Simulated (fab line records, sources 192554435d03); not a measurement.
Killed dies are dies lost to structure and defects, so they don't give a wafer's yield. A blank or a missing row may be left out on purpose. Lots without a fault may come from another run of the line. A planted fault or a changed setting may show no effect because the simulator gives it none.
Which tool did it? | flow n5_finfet | 11 lots, 33 wafers sampled, at 4 steps of a route of 1938

WHAT THE GAUGES READ, wafer by wafer
N5_BEOL_M14_CD_MEAS_28: target cd 284.4 nm.
lot  | measured     | on        | cd_nm (nm)
L595 | day 11 23:12 | cd_sem-03 | 287.6 285.3 285.1
L597 | day 12 01:43 | cd_sem-02 | 283.2 284.1 284.6
L596 | day 12 12:34 | cd_sem-02 | 286.2 285.4 287.7
L603 | day 13 13:17 | cd_sem-03 | 281.2 281.3 282.9
L598 | day 13 19:28 | cd_sem-03 | 282.9 286.8 286.5
L604 | day 14 02:08 | cd_sem-03 | 284.7 282.2 284.8
L613 | day 16 08:06 | cd_sem-02 | 284.8 285.0 283.7
L615 | day 16 21:03 | cd_sem-02 | 286.0 286.2 283.2
L616 | day 16 21:13 | cd_sem-01 | 285.1 285.7 282.7
L617 | day 16 21:15 | cd_sem-03 | 282.7 283.4 284.5
L618 | day 16 23:53 | cd_sem-02 | 283.8 283.6 284.9

WHICH TOOL RAN EACH LOT (tool, then ch and the chambers of the sampled wafers, then the start)
lot  | N5_BEOL_M14_STRIP_63                          | N5_BEOL_M14_STRIP_64                          | N5_BEOL_M14_COAT_65
L595 | rie_diel-05 ch 0,1,3, day 11 22:55 or earlier | rie_diel-05 ch 0,1,3, day 11 22:55 or earlier | litho_track-01 ch 0, day 11 22:55
L597 | rie_diel-05 ch 0,2,3, day 12 01:26 or earlier | rie_diel-05 ch 0,2,3, day 12 01:26 or earlier | litho_track-04 ch 0, day 12 01:26
L596 | rie_diel-03 ch 0,2,3, day 12 12:08 or earlier | rie_diel-03 ch 0,2,3, day 12 12:08 or earlier | litho_track-01 ch 0, day 12 12:08
L603 | rie_diel-04 ch 0,2,3, day 13 12:59 or earlier | rie_diel-04 ch 0,2,3, day 13 12:59 or earlier | litho_track-03 ch 0, day 13 12:59
L598 | rie_diel-03 ch 0,1, day 13 19:10 or earlier   | rie_diel-03 ch 0,1, day 13 19:10 or earlier   | litho_track-03 ch 0, day 13 19:10
L604 | rie_diel-04 ch 0,2,3, day 14 01:51 or earlier | rie_diel-04 ch 0,2,3, day 14 01:51 or earlier | litho_track-04 ch 0, day 14 01:51
L613 | rie_diel-03 ch 1,2, day 16 07:41 or earlier   | rie_diel-03 ch 1,2, day 16 07:41 or earlier   | litho_track-01 ch 0, day 16 07:41
L615 | rie_diel-04 ch 0,1,3, day 16 20:46 or earlier | rie_diel-04 ch 0,1,3, day 16 20:46 or earlier | litho_track-01 ch 0, day 16 20:46
L616 | rie_diel-03 ch 1,2, day 16 20:47 or earlier   | rie_diel-03 ch 1,2, day 16 20:47 or earlier   | litho_track-04 ch 0, day 16 20:47
L617 | rie_diel-05 ch 0,1,3, day 16 20:52 or earlier | rie_diel-05 ch 0,1,3, day 16 20:52 or earlier | litho_track-03 ch 0, day 16 20:52
L618 | rie_diel-03 ch 1,2, day 16 23:28 or earlier   | rie_diel-03 ch 1,2, day 16 23:28 or earlier   | litho_track-03 ch 0, day 16 23:28
- N5_BEOL_M14_STRIP_63: strips in O2.
- N5_BEOL_M14_STRIP_64: strips in O2.
- N5_BEOL_M14_COAT_65: time 60 s, resist thk 450 nm.

THE ANSWER, worked out from the rows above alone
Rule: what is usual is taken from the lots themselves. Put in order of their means at a reading, lots are off if they are a third of the lots or fewer, leave a main group of 4 or more, and stand apart from it by a gap of 3 or more times the standard deviation of the main group's means; of several such gaps the widest counts. A main group whose means are all the same, to the digits that the tables above print for the reading, isn't used. A lot without any number at a reading at which 4 lots or more have one is off too. The other lots that the step has rows for count as sound.
No lot is off at any reading shown: from this, nothing can be told.

WHAT THE SIMULATOR HAD PUT IN
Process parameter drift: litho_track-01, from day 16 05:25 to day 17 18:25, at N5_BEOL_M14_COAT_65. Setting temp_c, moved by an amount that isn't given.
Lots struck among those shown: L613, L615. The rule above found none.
